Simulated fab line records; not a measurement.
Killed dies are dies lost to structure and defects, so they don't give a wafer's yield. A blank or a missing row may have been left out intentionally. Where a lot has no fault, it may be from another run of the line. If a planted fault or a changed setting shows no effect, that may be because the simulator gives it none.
fab line records    flow n5-finfet
record lots=7  wafers=18  last-day=17
route steps=1938 shown BEOL_M6@1243
lots that met no fault: from a run of the same line without faults
start-h: start of the lot's first displayed wafer, in hours after the record's first day    wait-h: how many hours have passed since the lot's step before this one    " the same as in the row above    L1.1+2: one row covering several wafers at once    - no value, or no start was given    * or withheld: withheld    < > ~ a bound
route shown NAME@n: names a module that has steps shown in the file, with the first one's number in the route    usual: the fault-free wafers' mean and standard deviation    same: alike in all rows    chamber/n: place in a boat    sites: per-site readings    _std_site: how widely they spread, as a standard deviation    _edge_site: the outer-site mean with the inner-site mean subtracted    radius-mm: for every site, how far away it sits from the centre of the wafer    mask NAME#n: copy n    behind: the last tool/chamber to shape the wafer    hold: the reason the lot was held/the length of the hold in hours/how it ended    device: transistor that didn't switch, given as n, p or np    end of line: tests run on the same wafers once the route is complete    where a step has no rows: the recipe by itself    killed: dies that structure and defects cost at the first sort, which is not the same as the wafer's yield    map: dies across one wafer; x = killed, . = not, _ = none there
set.NAME: setting as actually run; set.NAME@STEP: the setting as run at that earlier step    model.NAME: the simulator's own value behind a step, which no gauge read
lots at some steps of the route; a table a step, a row a wafer
services: from which hour (start-h, from the record's first day; less than 0 if before it) a tool's chamber was out of use, for how many hours, and why
## steps
# step N5_BEOL_M6_HM_STRIP_39
# recipe chemistry=peroxide-tin-strip  material=TiN  target-depth-a=250  temp-c=50  time-s=158
# step N5_BEOL_M6_SRD_40
# recipe time-s=30  temp-c=23  rinse-liquid=diw  dry=ipa-marangoni
# step N5_BEOL_M6_PRECLEAN_42
# recipe chemistry=residue-remover  time-s=60  temp-c=40
# step N5_BEOL_M6_SRD_43
# recipe time-s=30  temp-c=23  rinse-liquid=diw  dry=ipa-marangoni
# step N5_BEOL_M6_CD_MEAS_35
# recipe target-cd-nm=40  target-cd-y-nm=28  polarity=opening
# usual cd-nm=39.6/0.72
lot.wafer  tool       chamber  start-h  wait-h  cd-nm
L827.1     cd-sem-02  -        187.96   0.0     39.5
L827.2     "          -        "        "       39.2
L827.5     "          -        "        "       40.0
L830.2     cd-sem-03  -        207.33   0.0     39.8
L830.6     "          -        "        "       40.2
L829.2     cd-sem-02  -        207.51   0.0     39.3
L829.6     "          -        "        "       39.5
L832.1     cd-sem-01  -        230.62   0.0     39.0
L832.2     "          -        "        "       39.7
L844.3     cd-sem-01  -        304.21   0.0     41.7
L844.4     "          -        "        "       39.3
L844.6     "          -        "        "       40.8
L846.1     cd-sem-01  -        329.55   0.0     39.3
L846.2     "          -        "        "       39.3
L846.6     "          -        "        "       39.7
L849.2     cd-sem-02  -        340.36   0.0     38.8
L849.4     "          -        "        "       40.0
L849.5     "          -        "        "       39.2
# step N5_BEOL_M6_CURE_75
# recipe temp-c=370  time-s=120  ambient=DMADMS/He  material=SiCOH_lowk
# usual lamp-power-pct=52.31/0.063  wafer_temp_C_max=371.9/0.74
lot.wafer  tool        chamber  start-h  wait-h  lamp-power-pct  wafer_temp_C_max
L827.1     uv-cure-01  0        188.00   0.0     52.32           371.3
L827.2     "           0        "        "       52.28           371.6
L827.5     "           0        "        "       52.41           371.1
L830.2     uv-cure-03  2        207.42   0.1     52.31           371.2
L830.6     "           2        "        "       52.27           371.1
L829.2     uv-cure-03  0        207.72   0.2     52.37           373.1
L829.6     "           0        "        "       52.31           373.3
L832.1     uv-cure-02  2        230.66   0.0     52.23           372.5
L832.2     "           2        "        "       52.35           372.3
L844.3     uv-cure-03  1        304.37   0.2     52.38           371.1
L844.4     "           1        "        "       52.28           371.6
L844.6     "           1        "        "       52.33           371.1
L846.1     uv-cure-02  0        329.59   0.0     52.41           372.4
L846.2     "           0        "        "       52.29           372.4
L846.6     "           0        "        "       52.27           372.2
L849.2     uv-cure-03  0        340.67   0.3     52.32           373.3
L849.4     "           0        "        "       52.42           373.7
L849.5     "           0        "        "       52.15           373.3
# step N5_BEOL_M6_DEGAS_44
# recipe ambient=vacuum  temp-c=250  time-s=60
# step N5_BEOL_M6_PRE_CLEAN_45
# recipe gas=H2/He  time-s=30  temp-c=250
# usual heater-power-w=326/32
lot.wafer  tool            chamber  start-h  wait-h  heater-power-w
L827.1     pvd-sputter-02  -        188.77   0.0     361
L827.2     "               -        "        "       322
L827.5     "               -        "        "       336
L830.2     pvd-sputter-03  -        208.11   0.0     378
L830.6     "               -        "        "       282
L829.2     pvd-sputter-03  -        208.27   0.0     275
L829.6     "               -        "        "       318
L832.1     pvd-sputter-01  -        231.33   0.0     323
L832.2     "               -        "        "       342
L844.3     pvd-sputter-01  -        306.02   0.0     303
L844.4     "               -        "        "       336
L844.6     "               -        "        "       301
L846.1     pvd-sputter-01  -        330.32   0.0     370
L846.2     "               -        "        "       334
L846.6     "               -        "        "       325
L849.2     pvd-sputter-03  -        341.02   0.0     282
L849.4     "               -        "        "       287
L849.5     "               -        "        "       278
# step N5_BEOL_M6_ALD_77
# recipe material=TaN  target-thk-a=20  temp-c=275  ald-precursor-family=PDMAT  ald-co-reactant=NH3  pressure-torr=3  carrier-flow-sccm=1500  pulse-time-s=2  purge-time-s=3  co-reactant-purge-time-s=2  co-reactant-pulse-time-s=3  ald-cycles=40  precursor-vessel-temp-c=75  precursor-vessel-pressure-torr=26.25  precursor-vessel-carrier-sccm=1000
# step N5_BEOL_M6_SURFACE_TREAT_79
# recipe gas=Ar  time-s=*  ion-energy-ev=*  ion-current-ma-cm2=0.5  pressure-mtorr=*  ar-flow-sccm=30
# usual throttle-valve-pct=*
lot.wafer  tool            chamber  start-h  wait-h  throttle-valve-pct
L827.1     pvd-sputter-03  -        189.19   0.2     *
L827.2     "               -        "        "       *
L827.5     "               -        "        "       *
L830.2     pvd-sputter-03  -        208.47   0.2     *
L830.6     "               -        "        "       *
L829.2     pvd-sputter-02  -        208.70   0.2     *
L829.6     "               -        "        "       *
L832.1     pvd-sputter-02  -        231.76   0.2     *
L832.2     "               -        "        "       *
L844.3     pvd-sputter-03  -        306.43   0.2     *
L844.4     "               -        "        "       *
L844.6     "               -        "        "       *
L846.1     pvd-sputter-01  -        330.68   0.2     *
L846.2     "               -        "        "       *
L846.6     "               -        "        "       *
L849.2     pvd-sputter-03  -        341.60   0.2     *
L849.4     "               -        "        "       *
L849.5     "               -        "        "       *
# step N5_BEOL_M6_CVD_78
# recipe material=Co  target-thk-a=20  temp-c=withheld  precursor=CCTBA/H2  pressure-torr=30  time-s=142.3
# step N5_BEOL_M6_SPUTTER_48
# recipe material=Cu  target-thk-a=100  temp-c=-20  bias-v=60  power-w=26000  chamber-pressure-pa=0.13  time-s=1.667
# usual throttle-valve-pct=29.9/1
lot.wafer  tool            chamber  start-h  wait-h  throttle-valve-pct
L827.1     pvd-sputter-03  -        189.69   0.4     28.6
L827.2     "               -        "        "       28.5
L827.5     "               -        "        "       30.1
L830.2     pvd-sputter-02  -        208.90   0.1     29.9
L830.6     "               -        "        "       29.7
L829.2     pvd-sputter-02  -        209.06   0.2     31.2
L829.6     "               -        "        "       28.6
L832.1     pvd-sputter-02  -        232.08   0.2     31.5
L832.2     "               -        "        "       29.5
L844.3     pvd-sputter-03  -        306.65   0.1     32.1
L844.4     "               -        "        "       28.4
L844.6     "               -        "        "       28.7
L846.1     pvd-sputter-01  -        331.14   0.4     31.1
L846.2     "               -        "        "       30.0
L846.6     "               -        "        "       29.7
L849.2     pvd-sputter-01  -        342.41   0.3     29.8
L849.4     "               -        "        "       30.0
L849.5     "               -        "        "       29.6
# step N5_BEOL_M6_ECD_50
# recipe material=Cu  target-thk-a=3000
lot.wafer  tool       chamber  start-h  wait-h  model.Cu_of_BEOL_M6_ECD_50.thk-nm
L827.1     ecd-cu-01  1        189.81   0.1     302.2
L827.2     "          0        "        "       300.2
L827.5     "          1        "        "       294.4
L830.2     ecd-cu-01  1        209.01   0.1     409.2
L830.6     "          0        "        "       303.2
L829.2     ecd-cu-01  1        209.17   0.1     415.4
L829.6     "          1        "        "       296.4
L832.1     ecd-cu-01  0        232.20   0.1     300.2
L832.2     "          1        "        "       418.4
L844.3     ecd-cu-01  1        306.79   0.1     300.4
L844.4+6   "          0,1      "        "       301.6
L846.1+6   ecd-cu-01  1        331.27   0.1     301.4
L846.2     "          0        "        "       307.4
L849.2     ecd-cu-02  0        342.53   0.1     300.8
L849.4     "          1        "        "       295.6
L849.5     "          0        "        "       298.8
# step N5_BEOL_M6_ANNEAL_51
# recipe temp-c=225  time-s=90  ambient=N2
# usual wafer_temp_C_max=225.9/0.31
lot.wafer  tool           chamber  start-h  wait-h  wafer_temp_C_max
L827.1     rtp-anneal-02  0        190.03   0.2     226.3
L827.2     "              0        "        "       226.4
L827.5     "              0        "        "       226.6
L830.2     rtp-anneal-01  0        209.38   0.3     225.8
L830.6     "              0        "        "       225.9
L829.2     rtp-anneal-01  0        209.65   0.5     225.6
L829.6     "              0        "        "       225.3
L832.1     rtp-anneal-02  0        232.48   0.3     225.8
L832.2     "              0        "        "       226.3
L844.3     rtp-anneal-02  0        307.17   0.4     225.9
L844.4     "              0        "        "       225.8
L844.6     "              0        "        "       225.8
L846.1     rtp-anneal-01  0        331.37   0.1     226.3
L846.2     "              0        "        "       225.9
L846.6     "              0        "        "       226.0
L849.2     rtp-anneal-01  0        342.67   0.1     226.0
L849.4     "              0        "        "       225.6
L849.5     "              0        "        "       225.4
# step N5_BEOL_M6_CMP_52
# recipe stop-on=SiCOH_lowk  t-overpolish-s=6.9  down-force-psi=1  platen-rpm=50  clearing-platen-down-force-psi=1.5  clearing-platen-rpm=50  post-cmp-clean=cu-alkaline  target-thk-nm=80  clearing-platen-pad-velocity-m-s=0.99484  pad-velocity-m-s=0.99484
# usual motor-current-A=5.9/0.58  time-to-endpoint-s=62/3.9
lot.wafer  tool    chamber  start-h  wait-h  motor-current-A  time-to-endpoint-s
L827.1     cmp-04  1        190.36   0.3     7.2              66
L827.2     "       2        "        "       6.2              62
L827.5     "       1        "        "       7.2              64
L830.2     cmp-04  2        209.70   0.3     6.2              89
L830.6     "       0        "        "       5.4              60
L829.2     cmp-01  1        209.99   0.3     5.1              92
L829.6     "       3        "        "       6.3              64
L832.1     cmp-01  0        232.83   0.3     6.1              61
L832.2     "       1        "        "       5.2              89
L844.3     cmp-01  3        307.46   0.3     6.4              63
L844.4     "       0        "        "       5.9              63
L844.6     "       2        "        "       5.4              60
L846.1     cmp-02  2        331.72   0.3     6.9              59
L846.2     "       3        "        "       5.6              60
L846.6     "       2        "        "       7.0              59
L849.2     cmp-01  0        342.92   0.2     6.1              63
L849.4     "       3        "        "       6.1              62
L849.5     "       0        "        "       6.3              62
# step N5_BEOL_M6_THK_MEAS_53
# recipe thk-meas-gauge=xrf  reads=Cu_of_BEOL_M6_ECD_50
# usual M6_THK=79.5/2.6
lot.wafer  tool           chamber  start-h  wait-h  M6_THK[nm]
L827.1     film-metro-01  -        190.62   -       82.1
L827.2     "              -        "        "       76.2
L827.5     "              -        "        "       82.1
L830.2     film-metro-02  -        209.92   -       82.0
L830.6     "              -        "        "       80.3
L829.2     film-metro-01  -        210.21   -       81.3
L829.6     "              -        "        "       80.7
L832.1     film-metro-02  -        233.08   -       84.3
L832.2     "              -        "        "       75.9
L844.3     film-metro-02  -        307.69   -       77.1
L844.4     "              -        "        "       79.8
L844.6     "              -        "        "       82.3
L846.1     film-metro-01  -        331.97   -       80.8
L846.2     "              -        "        "       75.9
L846.6     "              -        "        "       81.8
L849.2     film-metro-01  -        343.22   -       77.7
L849.4     "              -        "        "       80.4
L849.5     "              -        "        "       78.6
## services
tool            chamber  start-h  hours  kind
cmp-01          -        200.65   0.3    repair
cmp-01          -        203.69   1.4    repair
uv-cure-01      -        205.79   7.5    pm
cmp-04          -        214.51   0.7    repair
uv-cure-03      -        225.12   2.8    pm
cmp-02          -        225.93   1.8    repair
cmp-02          -        229.14   4.0    pm
cmp-02          -        233.14   -      consumable-replace:conditioner
cmp-02          -        233.14   -      consumable-replace:pad
uv-cure-03      -        247.76   1.0    pm
rtp-anneal-01   -        250.65   1.2    pm
cmp-02          -        275.01   1.8    repair
cmp-04          -        280.88   4.0    pm
cmp-04          -        284.88   -      consumable-replace:conditioner
cmp-04          -        284.88   -      consumable-replace:pad
cmp-01          -        291.28   3.5    repair
cmp-02          -        294.31   4.3    repair
cmp-04          -        307.64   0.8    repair
uv-cure-01      -        315.48   1.0    pm
pvd-sputter-03  -        316.53   4.6    repair
cmp-04          -        317.39   1.4    repair
uv-cure-01      -        331.95   24.9   pm
## key
first-sign step=N5_BEOL_M6_CMP_52  reading=time-to-endpoint-s  direction=up  sigmas=7.1  usual=*  struck=*
effect none on later readings
model-effect step=N5_BEOL_M6_ECD_50  value=Cu_of_BEOL_M6_ECD_50.thk-nm  without=298.1  struck=414.3
met-at N5_BEOL_M6_ECD_50
struck-wafers L829.2,L830.2,L832.2
onset-between 189.81 209.01
fault kind=process-parameter-drift  tool=ecd-cu-01  chamber=-  onset-h=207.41  steps=N5_BEOL_M6_ECD_50  channel=target-thk-a  offset=*  shape=step  end-h=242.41  scope=struck-wafers-only  acts-in=*  stated=*
